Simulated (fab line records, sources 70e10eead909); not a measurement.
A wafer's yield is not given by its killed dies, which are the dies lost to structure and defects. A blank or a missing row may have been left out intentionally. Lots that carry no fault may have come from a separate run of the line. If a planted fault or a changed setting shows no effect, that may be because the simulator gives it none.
Which of the tools did it? :: flow nand harc :: Sampling: 12 lots, 36 wafers, 7 of 1302 route steps

== WHAT THE GAUGES SHOWED, per wafer ==
NHARC_P_ZERO_WELL_CD_MEAS_24: the cd target is 720 nm.
lot: L349
measured: day 1 22:50
on: cd sem-01
cd nm (nm): 720.8 717.4 718.4

lot: L350
measured: day 2 10:02
on: cd sem-02
cd nm (nm): 721.8 724.5 720.4

lot: L352
measured: day 3 04:38
on: cd sem-01
cd nm (nm): 719.7 720.7 716.3

lot: L353
measured: day 3 14:37
on: cd sem-03
cd nm (nm): 720.0 726.4 720.8

lot: L355
measured: day 4 10:34
on: cd sem-02
cd nm (nm): 718.2 713.7 719.6

lot: L356
measured: day 4 20:37
on: cd sem-03
cd nm (nm): 716.5 719.4 719.6

lot: L358
measured: day 5 16:34
on: cd sem-03
cd nm (nm): 719.6 719.0 720.6

lot: L359
measured: day 6 02:28
on: cd sem-03
cd nm (nm): 722.6 717.6 720.2

lot: L360
measured: day 6 12:20
on: cd sem-02
cd nm (nm): 720.1 720.4 720.2

lot: L362
measured: day 7 08:28
on: cd sem-03
cd nm (nm): 719.6 720.0 719.3

lot: L363
measured: day 7 18:35
on: cd sem-02
cd nm (nm): 715.8 717.0 719.2

lot: L367
measured: day 9 10:30
on: cd sem-03
cd nm (nm): 719.2 717.3 719.4

NHARC_P_ZERO_WELL_INSPECT_43.
lot: L349
measured: day 2 03:55
on: defect inspect-01
raw defect count: 10 9 14

lot: L350
measured: day 2 15:07
on: defect inspect-01
raw defect count: 22 6 8

lot: L352
measured: day 3 09:38
on: defect inspect-02
raw defect count: 15 10 17

lot: L353
measured: day 3 20:49
on: defect inspect-02
raw defect count: 9 5 9

lot: L355
measured: day 4 15:41
on: defect inspect-01
raw defect count: 7 19 20

lot: L356
measured: day 5 01:35
on: defect inspect-02
raw defect count: 11 7 6

lot: L358
measured: day 5 21:33
on: defect inspect-01
raw defect count: 9 12 21

lot: L359
measured: day 6 07:28
on: defect inspect-02
raw defect count: 11 20 10

lot: L360
measured: day 6 17:18
on: defect inspect-02
raw defect count: 17 19 16

lot: L362
measured: day 7 15:14
on: defect inspect-01
raw defect count: 12 16 11

lot: L363
measured: day 7 23:35
on: defect inspect-02
raw defect count: 1157 7 10 1161 8 5

lot: L367
measured: day 9 15:44
on: defect inspect-02
raw defect count: 15 8 21

NHARC_P_STI_OVL_MEAS_10.
lot: L349
measured: day 2 21:29
on: overlay-02
overlay x nm (nm): 10 10 10
overlay y nm (nm): -4 -5 -4

lot: L350
measured: day 3 08:22
on: overlay-02
overlay x nm (nm): -13 -12 -13
overlay y nm (nm): -1 -1 -1

lot: L352
measured: day 4 00:53
on: overlay-01
overlay x nm (nm): -6 -7 -7
overlay y nm (nm): 9 10 9

lot: L353
measured: day 4 16:13
on: overlay-01
overlay x nm (nm): 9 9 10
overlay y nm (nm): -10 -10 -10

lot: L355
measured: day 5 06:29
on: overlay-02
overlay x nm (nm): -3 -3 -3
overlay y nm (nm): 0 1 0

lot: L356
measured: day 5 18:08
on: overlay-02
overlay x nm (nm): 0 -1 -1
overlay y nm (nm): 4 4 3

lot: L358
measured: day 6 14:16
on: overlay-01
overlay x nm (nm): 10 10 10
overlay y nm (nm): -1 0 0

lot: L359
measured: day 6 22:12
on: overlay-02
overlay x nm (nm): 2 2 2
overlay y nm (nm): 5 5 5

lot: L360
measured: day 7 07:49
on: overlay-01
overlay x nm (nm): -5 -4 -5
overlay y nm (nm): 15 15 15

lot: L362
measured: day 8 06:04
on: overlay-02
overlay x nm (nm): 1 1 1
overlay y nm (nm): 2 3 2

lot: L363
measured: day 8 15:10
on: overlay-02
overlay x nm (nm): -5 -4 -5
overlay y nm (nm): 4 4 5

lot: L367
measured: day 10 06:33
on: overlay-02
overlay x nm (nm): 2 2 2
overlay y nm (nm): 1 2 2

NHARC_END_SORT_01.
lot: L363
measured: day 30 12:35
on: prober-01
killed at array: 31 48 44
killed at other: 0 0 0
killed at periphery: 102 6 5
killed dies: 133 54 49
killed open: 5 4 8
killed short: 2 6 2

== TOOL THAT RAN EACH LOT (tool first, then ch and the chambers of the sampled wafers, then the start) ==
lot: L349
NHARC_P_ZERO_WELL_STRIP_28: wet bench-03 ch 0,5,6, day 1 23:43
NHARC_P_STI_ETCH_26: wet bench-09 ch 3,5,6, day 2 03:59
NHARC_P_STI_ETCH_42: rie diel-06 ch 1,2, day 2 21:46

lot: L350
NHARC_P_ZERO_WELL_STRIP_28: wet bench-05 ch 0,2,5, day 2 10:54
NHARC_P_STI_ETCH_26: wet bench-09 ch 3,4,6, day 2 15:12
NHARC_P_STI_ETCH_42: rie diel-06 ch 0,3, day 3 08:38

lot: L352
NHARC_P_ZERO_WELL_STRIP_28: wet bench-07 ch 1,2,4, day 3 05:32
NHARC_P_STI_ETCH_26: wet bench-01 ch 2,3,7, day 3 09:41
NHARC_P_STI_ETCH_42: rie diel-06 ch 0,1,2, day 4 01:08

lot: L353
NHARC_P_ZERO_WELL_STRIP_28: wet bench-03 ch 1,4,6, day 3 16:35
NHARC_P_STI_ETCH_26: wet bench-09 ch 0,3,5, day 3 20:52
NHARC_P_STI_ETCH_42: rie diel-11 ch 0,3, day 4 16:29

lot: L355
NHARC_P_ZERO_WELL_STRIP_28: wet bench-07 ch 0,2,7, day 4 11:28
NHARC_P_STI_ETCH_26: wet bench-09 ch 0,3,4, day 4 15:44
NHARC_P_STI_ETCH_42: rie diel-11 ch 0,3, day 5 06:45

lot: L356
NHARC_P_ZERO_WELL_STRIP_28: wet bench-07 ch 1,3,4, day 4 21:29
NHARC_P_STI_ETCH_26: wet bench-09 ch 1,2,7, day 5 01:39
NHARC_P_STI_ETCH_42: rie diel-11 ch 0,3, day 5 18:23

lot: L358
NHARC_P_ZERO_WELL_STRIP_28: wet bench-03 ch 3,5,6, day 5 17:28
NHARC_P_STI_ETCH_26: wet bench-02 ch 1,2,3, day 5 21:37
NHARC_P_STI_ETCH_42: rie diel-11 ch 0,1,3, day 6 14:31

lot: L359
NHARC_P_ZERO_WELL_STRIP_28: wet bench-07 ch 0,5,6, day 6 03:22
NHARC_P_STI_ETCH_26: wet bench-02 ch 2,3,4, day 6 07:32
NHARC_P_STI_ETCH_42: rie diel-10 ch 0,1,2, day 6 22:28

lot: L360
NHARC_P_ZERO_WELL_STRIP_28: wet bench-03 ch 4,5,7, day 6 13:13
NHARC_P_STI_ETCH_26: wet bench-01 ch 1,4,5, day 6 17:21
NHARC_P_STI_ETCH_42: rie diel-11 ch 0,3, day 7 08:05

lot: L362
NHARC_P_ZERO_WELL_STRIP_28: wet bench-03 ch 0,3,4, day 7 09:20
NHARC_P_STI_ETCH_26: wet bench-02 ch 0,2,7, day 7 15:19
NHARC_P_STI_ETCH_42: rie diel-06 ch 1,3, day 8 06:20

lot: L363
NHARC_P_ZERO_WELL_STRIP_28: wet bench-03 ch 2,5,7, day 7 19:28
NHARC_P_STI_ETCH_26: wet bench-01 ch 1,3,7, day 8 06:50
NHARC_P_STI_ETCH_42: rie diel-11 ch 2,3, day 8 18:01

lot: L367
NHARC_P_ZERO_WELL_STRIP_28: wet bench-05 ch 1,2,3, day 9 11:23
NHARC_P_STI_ETCH_26: wet bench-01 ch 1,3,7, day 9 15:46
NHARC_P_STI_ETCH_42: rie diel-10 ch 1,2,3, day 10 06:49
- NHARC_P_ZERO_WELL_STRIP_28: strips in SPM, time 840 s.
- NHARC_P_STI_ETCH_26: etches SiO2 in dHF, target depth 11 nm.
- NHARC_P_STI_ETCH_42: etches the open film in N2/H2, target depth 80 nm, overetch 24 nm, time 61 s.

== WHAT THE TOOLS THEMSELVES READ (means of the sampled wafers that have a number; where no wafer has one, the mark that the record gives instead) ==
NHARC_P_STI_ETCH_42.
lot: L349
tool: rie diel-06
drypump motor current A (A): 5.9
oes product au (a.u.): 0.993
rf vpp V (V): 430.2
showerhead plenum p Torr (Torr): 2.02
throttle valve pct (%): 14.169

lot: L350
tool: rie diel-06
drypump motor current A (A): 5.3
oes product au (a.u.): 1.002
rf vpp V (V): 429.5
showerhead plenum p Torr (Torr): 2.01
throttle valve pct (%): 14.172

lot: L352
tool: rie diel-06
drypump motor current A (A): 5.7
oes product au (a.u.): 0.986
rf vpp V (V): 431.6
showerhead plenum p Torr (Torr): 2.06
throttle valve pct (%): 14.171

lot: L353
tool: rie diel-11
drypump motor current A (A): 5.5
oes product au (a.u.): 0.994
rf vpp V (V): 432.4
showerhead plenum p Torr (Torr): 2.14
throttle valve pct (%): 14.173

lot: L355
tool: rie diel-11
drypump motor current A (A): 5.5
oes product au (a.u.): 1.005
rf vpp V (V): 433.1
showerhead plenum p Torr (Torr): 2.14
throttle valve pct (%): 14.165

lot: L356
tool: rie diel-11
drypump motor current A (A): 5.5
oes product au (a.u.): 0.998
rf vpp V (V): 433.1
showerhead plenum p Torr (Torr): 2.14
throttle valve pct (%): 14.173

lot: L358
tool: rie diel-11
drypump motor current A (A): 5.6
oes product au (a.u.): 1.004
rf vpp V (V): 432.9
showerhead plenum p Torr (Torr): 2.10
throttle valve pct (%): 14.164

lot: L359
tool: rie diel-10
drypump motor current A (A): 5.3
oes product au (a.u.): 0.997
rf vpp V (V): 432.1
showerhead plenum p Torr (Torr): 2.08
throttle valve pct (%): 14.168

lot: L360
tool: rie diel-11
drypump motor current A (A): 5.9
oes product au (a.u.): 0.996
rf vpp V (V): 434.1
showerhead plenum p Torr (Torr): 2.18
throttle valve pct (%): 14.175

lot: L362
tool: rie diel-06
drypump motor current A (A): 5.5
oes product au (a.u.): 1.001
rf vpp V (V): 428.4
showerhead plenum p Torr (Torr): 1.97
throttle valve pct (%): 14.171

lot: L363
tool: rie diel-11
drypump motor current A (A): 6.2
oes product au (a.u.): 0.993
rf vpp V (V): 433.1
showerhead plenum p Torr (Torr): 2.11
throttle valve pct (%): 14.174

lot: L367
tool: rie diel-10
drypump motor current A (A): 5.3
oes product au (a.u.): 1.005
rf vpp V (V): 431.0
showerhead plenum p Torr (Torr): 2.05
throttle valve pct (%): 14.179

== THE ANSWER, worked out from the rows above alone ==
Rule: the usual values come from the lots themselves. The widest of any qualifying gaps counts: lots, ordered by their means at a reading, are off when they make up no more than a third of the lots, leave a main group of 4 or more, and stand apart from it by 3 or more times the standard deviation of that group's means. If all means in a main group match to the digits the tables above print for the reading, that group is not used. Also off: a lot with no number at a reading for which 4 or more lots have one. Where the step has rows for the other lots, those lots are counted as sound. The gauges are gone through in route order, then the tools' own readings, and for those a lot's mean is taken as printed above. At the first step where some lot is off, the reading lying furthest off is the one used; lots without a number count as furthest.
Off: L363, at NHARC_P_ZERO_WELL_INSPECT_43 (raw defect count). The main group has a mean of 13 with a standard deviation of 2.8.
If a tool, at a process step before that reading, ran all the lots that are off and no sound lot after the first of them, it fits. The gauges at NHARC_P_ZERO_WELL_INSPECT_43 are tried like those tools. One fits: wet bench-03 at NHARC_P_ZERO_WELL_STRIP_28. A fault onset in the window from L362 (day 7 09:20, its last sound lot) to L363 (day 7 19:28, its first lot off) fits.

== WHAT WAS PUT IN BY THE SIMULATOR ==
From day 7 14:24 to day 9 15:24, wet bench-03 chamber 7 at NHARC_P_ZERO_WELL_STRIP_28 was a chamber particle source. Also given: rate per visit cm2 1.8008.
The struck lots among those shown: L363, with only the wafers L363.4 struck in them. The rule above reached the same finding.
